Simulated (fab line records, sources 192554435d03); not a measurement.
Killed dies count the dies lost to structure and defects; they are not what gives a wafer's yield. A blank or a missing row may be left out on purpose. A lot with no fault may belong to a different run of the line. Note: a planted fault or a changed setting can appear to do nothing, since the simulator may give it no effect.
Matching of chambers :: flow n5_finfet :: 4 sister chambers for N5_FIN_SAQP_ALD_61 on ald_sin-04
The step deposits SiO2, target thk 4 nm, pulse time 1 s, purge time 2 s. 8 wafers are shown with their chamber, then 8 later ones without.

## WAFERS, EACH WITH ITS CHAMBER
wafer: L085.5
chamber: 3
heater_power_w (W): 475
susceptor_temp_C (C): 300.13

wafer: L086.2
chamber: 2
heater_power_w (W): 486
susceptor_temp_C (C): 300.04

wafer: L086.3
chamber: 0
heater_power_w (W): 514
susceptor_temp_C (C): 300.51

wafer: L086.6
chamber: 1
heater_power_w (W): 458
susceptor_temp_C (C): 299.85

wafer: L089.1
chamber: 0
heater_power_w (W): 520
susceptor_temp_C (C): 300.60

wafer: L089.2
chamber: 1
heater_power_w (W): 457
susceptor_temp_C (C): 299.83

wafer: L089.6
chamber: 2
heater_power_w (W): 480
susceptor_temp_C (C): 299.87

wafer: L090.1
chamber: 3
heater_power_w (W): 465
susceptor_temp_C (C): 300.15

## WAFERS WHOSE CHAMBER IS MISSING
wafer: L090.4
heater_power_w (W): 484
susceptor_temp_C (C): 300.08

wafer: L090.5
heater_power_w (W): 481
susceptor_temp_C (C): 300.18

wafer: L092.2
heater_power_w (W): 444
susceptor_temp_C (C): 300.06

wafer: L092.3
heater_power_w (W): 525
susceptor_temp_C (C): 299.96

wafer: L092.6
heater_power_w (W): 532
susceptor_temp_C (C): 299.75

wafer: L093.2
heater_power_w (W): 463
susceptor_temp_C (C): 299.98

wafer: L093.5
heater_power_w (W): 515
susceptor_temp_C (C): 300.13

wafer: L093.6
heater_power_w (W): 434
susceptor_temp_C (C): 299.92

## WHICH CHAMBER EACH WENT THROUGH
wafer: L090.4
from the rows above: can't be placed: 2 or 3
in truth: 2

wafer: L090.5
from the rows above: can't be placed: 3 or 2
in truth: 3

wafer: L092.2
from the rows above: can't be placed: 1 or 3
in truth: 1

wafer: L092.3
from the rows above: can't be placed: 0 or 2
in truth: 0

wafer: L092.6
from the rows above: can't be placed: 2 or 0
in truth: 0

wafer: L093.2
from the rows above: can't be placed: 1 or 3 or 2
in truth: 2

wafer: L093.5
from the rows above: can't be placed: 0 or 2
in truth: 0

wafer: L093.6
from the rows above: 1
in truth: 1
Correct placement for 1 of the 8. Unplaceable from these rows: 7, with the true chamber sitting among the candidates in 7. Placed wrongly: 0.
How it was worked out, from the rows above alone: a wafer's distance from a chamber is the root of the sum, over the readings, of the square of ((its reading less the chamber's mean) divided by the reading's scatter). The wafer belongs to the nearest chamber; if the next one is less than 2 further off, it can't be placed. For every chamber, the mean is computed from those of its wafers that are shown. The scatter: the root of (the sum of the squares of (reading less its chamber's mean) over the shown wafers, divided by (wafers less chambers)).
